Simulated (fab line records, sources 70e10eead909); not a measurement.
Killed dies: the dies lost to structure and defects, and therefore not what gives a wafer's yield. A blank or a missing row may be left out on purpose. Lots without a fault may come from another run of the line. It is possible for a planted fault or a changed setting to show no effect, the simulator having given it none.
Chamber matching / flow nandHarc / rieSi-06 running NHARC_P_GATE_ETCH_32: 4 sister chambers
The step etches the open film in HBr/Cl2, target depth 150 nm, time 100.1 s. 8 wafers are shown with their chamber, then 12 later ones without.

== WAFERS WITH THEIR CHAMBER ==
wafer=L081.4; chamber=0; drypumpMotorCurrentA (A)=4.8; oesProductAu (a.u.)=1.008
wafer=L084.5; chamber=0; drypumpMotorCurrentA (A)=4.9; oesProductAu (a.u.)=1.011
wafer=L085.5; chamber=3; drypumpMotorCurrentA (A)=5.2; oesProductAu (a.u.)=1.001
wafer=L086.1; chamber=3; drypumpMotorCurrentA (A)=5.1; oesProductAu (a.u.)=1.004
wafer=L086.5; chamber=2; drypumpMotorCurrentA (A)=5.6; oesProductAu (a.u.)=1.016
wafer=L089.3; chamber=1; drypumpMotorCurrentA (A)=5.4; oesProductAu (a.u.)=1.000
wafer=L089.5; chamber=1; drypumpMotorCurrentA (A)=5.4; oesProductAu (a.u.)=0.994
wafer=L089.6; chamber=2; drypumpMotorCurrentA (A)=5.7; oesProductAu (a.u.)=1.018

== WAFERS MISSING THEIR CHAMBER ==
wafer=L091.3; drypumpMotorCurrentA (A)=4.8; oesProductAu (a.u.)=1.020
wafer=L091.5; drypumpMotorCurrentA (A)=5.1; oesProductAu (a.u.)=0.989
wafer=L091.6; drypumpMotorCurrentA (A)=5.6; oesProductAu (a.u.)=1.017
wafer=L092.3; drypumpMotorCurrentA (A)=5.6; oesProductAu (a.u.)=1.039
wafer=L092.5; drypumpMotorCurrentA (A)=5.6; oesProductAu (a.u.)=1.028
wafer=L092.6; drypumpMotorCurrentA (A)=5.4; oesProductAu (a.u.)=1.003
wafer=L093.1; drypumpMotorCurrentA (A)=4.8; oesProductAu (a.u.)=1.021
wafer=L093.3; drypumpMotorCurrentA (A)=5.2; oesProductAu (a.u.)=1.000
wafer=L093.6; drypumpMotorCurrentA (A)=5.2; oesProductAu (a.u.)=0.993
wafer=L094.2; drypumpMotorCurrentA (A)=4.8; oesProductAu (a.u.)=1.017
wafer=L094.4; drypumpMotorCurrentA (A)=5.7; oesProductAu (a.u.)=1.023
wafer=L094.6; drypumpMotorCurrentA (A)=5.6; oesProductAu (a.u.)=1.024

== EACH ONE'S CHAMBER ==
wafer=L091.3; from the rows above=0; in truth=0
wafer=L091.5; from the rows above=can't be placed: 3 or 1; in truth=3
wafer=L091.6; from the rows above=2; in truth=2
wafer=L092.3; from the rows above=2; in truth=2
wafer=L092.5; from the rows above=2; in truth=2
wafer=L092.6; from the rows above=can't be placed: 1 or 3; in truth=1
wafer=L093.1; from the rows above=0; in truth=0
wafer=L093.3; from the rows above=3; in truth=3
wafer=L093.6; from the rows above=can't be placed: 1 or 3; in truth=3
wafer=L094.2; from the rows above=0; in truth=0
wafer=L094.4; from the rows above=2; in truth=2
wafer=L094.6; from the rows above=2; in truth=2
9 of 12 placed correctly. Cannot be placed on the basis of these rows: 3; the candidates contain the true chamber in 3. Number placed wrongly: 0.
How it was worked out, from the rows above alone: a wafer's distance from a chamber is the root of the sum, over the readings, of the square of ((its reading less the chamber's mean) divided by the reading's scatter). If the next closest chamber is less than 2 further off than the closest, the wafer can't be placed; otherwise it belongs to the closest. A chamber's mean is the mean of its shown wafers. The scatter: the root of (the sum of the squares of (reading less its chamber's mean) over the shown wafers, divided by (wafers less chambers)).
